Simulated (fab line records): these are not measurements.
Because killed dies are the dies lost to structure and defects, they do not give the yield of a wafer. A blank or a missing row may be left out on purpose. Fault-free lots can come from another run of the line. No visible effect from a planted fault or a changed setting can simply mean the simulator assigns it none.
Which of the tools did it? + flow n5-finfet + 12 lots with 36 wafers sampled at 4 steps, on a route of 1938 steps

WHAT EACH GAUGE READ, for each wafer
N5_BEOL_M3_OVL_MEAS_29.
| lot  | measured     | on         | V2_OVL (nm)   |
|------|--------------|------------|---------------|
| L076 | day 7 09:49  | overlay-02 | -0.3 1.4 0.7  |
| L077 | day 7 22:09  | overlay-02 | 0.0 -0.3 0.8  |
| L079 | day 8 10:27  | overlay-01 | -0.4 0.0 -0.7 |
| L081 | day 8 16:19  | overlay-02 | 0.3 -0.8 -0.9 |
| L083 | day 9 16:10  | overlay-01 | 0.1 0.3 0.1   |
| L085 | day 10 01:23 | overlay-01 | 0.6 0.0 0.6   |
| L087 | day 10 08:28 | overlay-01 | 0.5 0.4 0.9   |
| L089 | day 10 19:27 | overlay-02 | 0.8 0.1 0.3   |
| L090 | day 11 15:16 | overlay-01 | 0.0 -0.8 -1.6 |
| L093 | day 11 23:20 | overlay-02 | 0.6 -0.8 0.9  |
| L095 | day 12 10:25 | overlay-02 | 0.5 -0.2 -0.3 |
| L097 | day 12 17:10 | overlay-01 | 0.3 0.7 -1.1  |

EACH LOT AND THE TOOL THAT RAN IT (in order: tool; ch and the chambers of the sampled wafers; start)
| lot  | N5_BEOL_M2_ANNEAL_51             | N5_BEOL_M2_CMP_52             | N5_BEOL_M3_ETCH_63                 |
|------|----------------------------------|-------------------------------|------------------------------------|
| L076 | rtp-anneal-01 ch 0, day 7 05:50  | cmp-02 ch 0,2,3, day 7 06:11  | rie-diel-02 ch 1,2,3, day 7 08:57  |
| L077 | rtp-anneal-02 ch 0, day 7 19:25  | cmp-03 ch 1,2, day 7 19:44    | rie-diel-02 ch 0,1,3, day 7 21:17  |
| L079 | rtp-anneal-01 ch 0, day 8 07:55  | cmp-03 ch 1,2,3, day 8 08:13  | rie-diel-05 ch 1,2,3, day 8 09:44  |
| L081 | rtp-anneal-02 ch 0, day 8 12:54  | cmp-04 ch 0,2,3, day 8 13:14  | rie-diel-02 ch 1,2, day 8 15:35    |
| L083 | rtp-anneal-02 ch 0, day 9 11:24  | cmp-02 ch 2,3, day 9 11:42    | rie-diel-03 ch 1,3, day 9 15:16    |
| L085 | rtp-anneal-01 ch 0, day 9 21:20  | cmp-02 ch 0,2, day 9 21:35    | rie-diel-03 ch 0,1, day 10 00:27   |
| L087 | rtp-anneal-02 ch 0, day 10 05:33 | cmp-04 ch 1,2,3, day 10 05:50 | rie-diel-05 ch 0,1, day 10 07:43   |
| L089 | rtp-anneal-02 ch 0, day 10 16:34 | cmp-04 ch 1,3, day 10 16:54   | rie-diel-05 ch 0,1, day 10 18:35   |
| L090 | rtp-anneal-02 ch 0, day 11 11:38 | cmp-03 ch 1,2, day 11 11:58   | rie-diel-03 ch 0,3, day 11 14:10   |
| L093 | rtp-anneal-01 ch 0, day 11 19:56 | cmp-04 ch 0,1,2, day 11 20:14 | rie-diel-03 ch 0,1,3, day 11 22:16 |
| L095 | rtp-anneal-02 ch 0, day 12 06:01 | cmp-04 ch 0,1,2, day 12 06:21 | rie-diel-02 ch 0,1,2, day 12 09:32 |
| L097 | rtp-anneal-02 ch 0, day 12 12:47 | cmp-02 ch 0,2, day 12 13:02   | rie-diel-05 ch 0,3, day 12 16:05   |
- N5_BEOL_M2_ANNEAL_51: time 90 s.
- N5_BEOL_M2_CMP_52: polishes, stops on SiOC, t overpolish 6.8 s, target thk 40 nm.
- N5_BEOL_M3_ETCH_63: etches SiARC in CF4, target depth 15.6 nm, time 26 s.

THE ANSWER, worked out from the rows above alone
Rule: usual is defined by the lots themselves. The widest of any qualifying gaps counts: lots, ordered by their means at a reading, are off when they make up no more than a third of the lots, leave a main group of 4 or more, and stand apart from it by 3 or more times the standard deviation of that group's means. A main group whose means are all the same, to the digits that the tables above print for the reading, isn't used. A lot without any number at a reading at which 4 lots or more have one is off too. All remaining lots with rows at the step are treated as sound.
None of the lots is off at any reading shown; this tells nothing.

WHAT THE SIMULATOR HAD PUT IN
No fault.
